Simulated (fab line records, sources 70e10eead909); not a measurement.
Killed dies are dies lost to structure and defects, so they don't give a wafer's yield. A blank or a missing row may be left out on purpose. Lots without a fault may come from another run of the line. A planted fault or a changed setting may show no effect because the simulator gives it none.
Which tool did it? | flow nand_harc | 12 lots, 36 wafers sampled, at 5 steps of a route of 1302

WHAT THE GAUGES READ, wafer by wafer
NHARC_END_SORT_01. Usual: killed_at_array 59, standard deviation 17; killed_at_other 0.9, standard deviation 1.6; killed_at_periphery 3.7, standard deviation 2.3; killed_dies 64, standard deviation 17; killed_open 3.3, standard deviation 1.8; killed_short 2.4, standard deviation 1.6.
lot  | measured     | on        | killed_at_array | killed_at_other | killed_at_periphery | killed_dies | killed_open | killed_short | flag
L210 | day 25 21:01 | prober-01 | 43 47 40        | 0 0 0           | 2 3 1               | 45 50 41    | 3 2 0       | 1 5 3        |
L211 | day 26 05:42 | prober-01 | 86 79 96        | 3 1 6           | 5 4 7               | 94 84 109   | 1 1 0       | 3 1 2        |
L214 | day 26 19:43 | prober-01 | 47 50 54        | 2 1 1           | 3 3 3               | 52 54 58    | 3 9 8       | 1 2 4        |
L215 | day 26 19:40 | prober-02 | 47 63 59        | 5 4 8           | 2 2 3               | 54 69 70    | 4 2 5       | 4 2 2        |
L216 | day 27 20:43 | prober-02 | 39 73 67        | 0 0 0           | 6 9 10              | 45 82 77    | 1 3 3       | 0 5 2        |
L217 | day 28 19:49 | prober-01 | 67 78 67        | 5 2 1           | 6 3 7               | 78 83 75    | 3 5 3       | 3 1 4        |
L218 | day 29 04:44 | prober-01 | 42 670 43       | 0 0 0           | 5 7 5               | 47 677 48   | 4 3 3       | 3 1 2        | OFF
L222 | day 30 13:58 | prober-01 | 44 49 42        | 1 0 0           | 9 12 7              | 54 61 49    | 3 1 4       | 2 3 3        |
L225 | day 31 10:04 | prober-02 | 81 75 76        | 0 0 0           | 1 4 2               | 82 79 78    | 1 7 2       | 1 3 4        |
L227 | day 32 03:02 | prober-01 | 42 34 39        | 0 0 0           | 2 4 3               | 44 38 42    | 4 2 5       | 2 4 3        |
L229 | day 32 20:30 | prober-01 | 80 66 83        | 1 0 0           | 3 8 7               | 84 74 90    | 7 6 6       | 5 2 6        |
L230 | day 32 21:00 | prober-02 | 39 34 44        | 1 1 0           | 2 5 6               | 42 40 50    | 1 3 1       | 0 3 3        |

WHICH TOOL RAN EACH LOT (tool, then ch and the chambers of the sampled wafers, then the start)
lot  | NHARC_A_BLC_ETCH_18                           | NHARC_A_BLC_STRIP_29               | NHARC_A_BLC_DEGAS_30         | NHARC_A_BLC_ALD_23
L210 | rie_diel-04 ch 0,1,3, day 23 21:10 or earlier | rie_diel-07 ch 0,1,3, day 23 21:10 | pvd_sputter-01, day 23 21:41 | ald_metal-04 ch 0,1,2, day 23 21:55
L211 | rie_diel-04 ch 2,3, day 24 03:35 or earlier   | rie_diel-07 ch 1,2, day 24 03:35   | pvd_sputter-02, day 24 04:07 | ald_metal-01 ch 1,3, day 24 04:23
L214 | rie_diel-07 ch 1,2,3, day 25 01:52 or earlier | rie_diel-04 ch 0,2,3, day 25 01:52 | pvd_sputter-02, day 25 02:22 | ald_metal-03 ch 0,1,2, day 25 02:37
L215 | rie_diel-07 ch 0,1,3, day 25 04:43 or earlier | rie_diel-04 ch 1,2, day 25 04:43   | pvd_sputter-03, day 25 05:14 | ald_metal-01 ch 0,1,3, day 25 05:31
L216 | rie_diel-07 ch 0,1,2, day 26 01:55 or earlier | rie_diel-07 ch 0,1,3, day 26 01:55 | pvd_sputter-01, day 26 02:25 | ald_metal-01 ch 0,1,3, day 26 02:40
L217 | rie_diel-04 ch 1,3, day 27 00:32 or earlier   | rie_diel-07 ch 0,3, day 27 00:32   | pvd_sputter-03, day 27 01:03 | ald_metal-03 ch 1,2,3, day 27 01:31
L218 | rie_diel-07 ch 1,2,3, day 27 06:09 or earlier | rie_diel-04 ch 0,1,2, day 27 06:09 | pvd_sputter-01, day 27 06:40 | ald_metal-01 ch 0,1,3, day 27 06:55
L222 | rie_diel-07 ch 2,3, day 28 15:28 or earlier   | rie_diel-09 ch 1,3, day 28 15:28   | pvd_sputter-01, day 28 15:59 | ald_metal-04 ch 0,2, day 28 16:15
L225 | rie_diel-07 ch 0,2,3, day 29 15:53 or earlier | rie_diel-07 ch 2,3, day 29 15:53   | pvd_sputter-03, day 29 16:25 | ald_metal-04 ch 0,2,3, day 29 16:40
L227 | rie_diel-04 ch 0,1,2, day 30 07:46 or earlier | rie_diel-04 ch 1,2, day 30 07:46   | pvd_sputter-01, day 30 08:16 | ald_metal-03 ch 0,1,3, day 30 08:35
L229 | rie_diel-07 ch 1,2,3, day 30 22:22 or earlier | rie_diel-07 ch 1,2,3, day 30 22:22 | pvd_sputter-02, day 30 22:52 | ald_metal-03 ch 0,1,2, day 30 23:06
L230 | rie_diel-07 ch 0,1,3, day 30 23:59 or earlier | rie_diel-07 ch 1,2,3, day 30 23:59 | pvd_sputter-03, day 31 00:31 | ald_metal-01 ch 0,1,3, day 31 00:48
- NHARC_A_BLC_ETCH_18: etches the open film in C4F8/O2/Ar, target depth 910 nm.
- NHARC_A_BLC_STRIP_29: strips in CF4.
- NHARC_A_BLC_DEGAS_30: time 60 s.
- NHARC_A_BLC_ALD_23: deposits TiN, target thk 3 nm, pulse time 1 s, ald cycles 150.

WHAT THE TOOLS THEMSELVES READ (means of the sampled wafers that have a number; where no wafer has one, the mark that the record gives instead)
NHARC_A_BLC_ETCH_18. Usual: oes_product_au 0.948 a.u., standard deviation 0.025; rf_vpp_V 979 V, standard deviation 6.1.
lot  | tool        | oes_product_au (a.u.) | rf_vpp_V (V) | flag
L210 | rie_diel-04 | 0.974                 | 982          |
L211 | rie_diel-04 | 0.967                 | 983          |
L214 | rie_diel-07 | 0.975                 | 977          |
L215 | rie_diel-07 | 0.913                 | 981          |
L216 | rie_diel-07 | 0.922                 | 979          |
L217 | rie_diel-04 | 0.940                 | 983          |
L218 | rie_diel-07 | 0.923                 | 977          |
L222 | rie_diel-07 | 0.954                 | 972          |
L225 | rie_diel-07 | 0.939                 | 979          |
L227 | rie_diel-04 | 0.934                 | 979          |
L229 | rie_diel-07 | 0.966                 | 976          |
L230 | rie_diel-07 | 0.961                 | 982          |

NHARC_A_BLC_STRIP_29. Usual: drypump_motor_current_A 6.0 A, standard deviation 0.42; oes_product_au 1.003 a.u., standard deviation 0.015; rf_vpp_V 59.3 V, standard deviation 0.97; showerhead_plenum_p_Torr 1.77 Torr, standard deviation 0.078; throttle_valve_pct 13.284 %, standard deviation 0.0086.
lot  | tool        | drypump_motor_current_A (A) | oes_product_au (a.u.) | rf_vpp_V (V) | showerhead_plenum_p_Torr (Torr) | throttle_valve_pct (%) | flag
L210 | rie_diel-07 | 6.2                         | 0.987                 | 59.2         | 1.81                            | 13.291                 |
L211 | rie_diel-07 | 6.2                         | 1.008                 | 58.6         | 1.73                            | 13.285                 |
L214 | rie_diel-04 | 6.3                         | 1.014                 | 59.6         | 1.82                            | 13.284                 |
L215 | rie_diel-04 | 5.6                         | 1.013                 | 58.9         | 1.74                            | 13.282                 |
L216 | rie_diel-07 | 6.2                         | 0.997                 | 60.0         | 1.81                            | 13.287                 |
L217 | rie_diel-07 | 6.1                         | 0.988                 | 59.9         | 1.82                            | 13.292                 |
L218 | rie_diel-04 | 6.0                         | 1.014                 | 58.5         | 1.77                            | 13.282                 |
L222 | rie_diel-09 | 5.1                         | 1.009                 | 59.6         | 1.72                            | 13.283                 |
L225 | rie_diel-07 | 6.0                         | 0.986                 | 58.6         | 1.75                            | 13.279                 |
L227 | rie_diel-04 | 6.1                         | 1.005                 | 59.1         | 1.73                            | 13.279                 |
L229 | rie_diel-07 | 6.1                         | 0.992                 | 58.6         | 1.74                            | 13.289                 |
L230 | rie_diel-07 | 6.1                         | 0.994                 | 59.0         | 1.74                            | 13.283                 |

NHARC_A_BLC_DEGAS_30. Usual: heater_power_w 474 W, standard deviation 53.
lot  | tool           | heater_power_w (W) | flag
L210 | pvd_sputter-01 | 467                |
L211 | pvd_sputter-02 | 464                |
L214 | pvd_sputter-02 | 466                |
L215 | pvd_sputter-03 | 496                |
L216 | pvd_sputter-01 | 471                |
L217 | pvd_sputter-03 | 593                |
L218 | pvd_sputter-01 | 468                |
L222 | pvd_sputter-01 | 479                |
L225 | pvd_sputter-03 | 515                |
L227 | pvd_sputter-01 | 494                |
L229 | pvd_sputter-02 | 468                |
L230 | pvd_sputter-03 | 497                |

NHARC_A_BLC_ALD_23. Usual: heater_power_w 1084 W, standard deviation 140; precursor_pulse_height_rel 1.001, standard deviation 0.019.
lot  | tool         | heater_power_w (W) | precursor_pulse_height_rel | flag
L210 | ald_metal-04 | 1032               | 0.992                      |
L211 | ald_metal-01 | 997                | 1.011                      |
L214 | ald_metal-03 | 1072               | 1.023                      |
L215 | ald_metal-01 | 1143               | 0.987                      |
L216 | ald_metal-01 | 1122               | 1.015                      |
L217 | ald_metal-03 | 1030               | 0.994                      |
L218 | ald_metal-01 | 1125               | 0.988                      |
L222 | ald_metal-04 | 1052               | 1.024                      |
L225 | ald_metal-04 | 1136               | 1.002                      |
L227 | ald_metal-03 | 1040               | 1.003                      |
L229 | ald_metal-03 | 1083               | 1.000                      |
L230 | ald_metal-01 | 1148               | 0.981                      |

THE ANSWER, worked out from the rows above alone
Rule: a lot is off if the mean of its wafers that have a number lies more than 3 standard deviations from the usual mean. A lot without any number at a reading at which 4 lots or more have one is off too. The other lots that the step has rows for count as sound. The gauges are gone through in route order, then the tools' own readings, and for those a lot's mean is taken as printed above. The first step at which some lot is off is used, and at that step the reading that is off furthest; a lot without a number counts as furthest.
Off: L218, at NHARC_END_SORT_01 (killed_dies).
A tool fits if, at a process step before that reading, it ran every lot that is off, and no sound lot after the first of them. The gauges at NHARC_END_SORT_01 are tried like those tools. NHARC_A_BLC_ETCH_18 gives no start for some lots, so the hours and the order of its lots are those of NHARC_A_BLC_STRIP_29. None of those tried fits.

WHAT THE SIMULATOR HAD PUT IN
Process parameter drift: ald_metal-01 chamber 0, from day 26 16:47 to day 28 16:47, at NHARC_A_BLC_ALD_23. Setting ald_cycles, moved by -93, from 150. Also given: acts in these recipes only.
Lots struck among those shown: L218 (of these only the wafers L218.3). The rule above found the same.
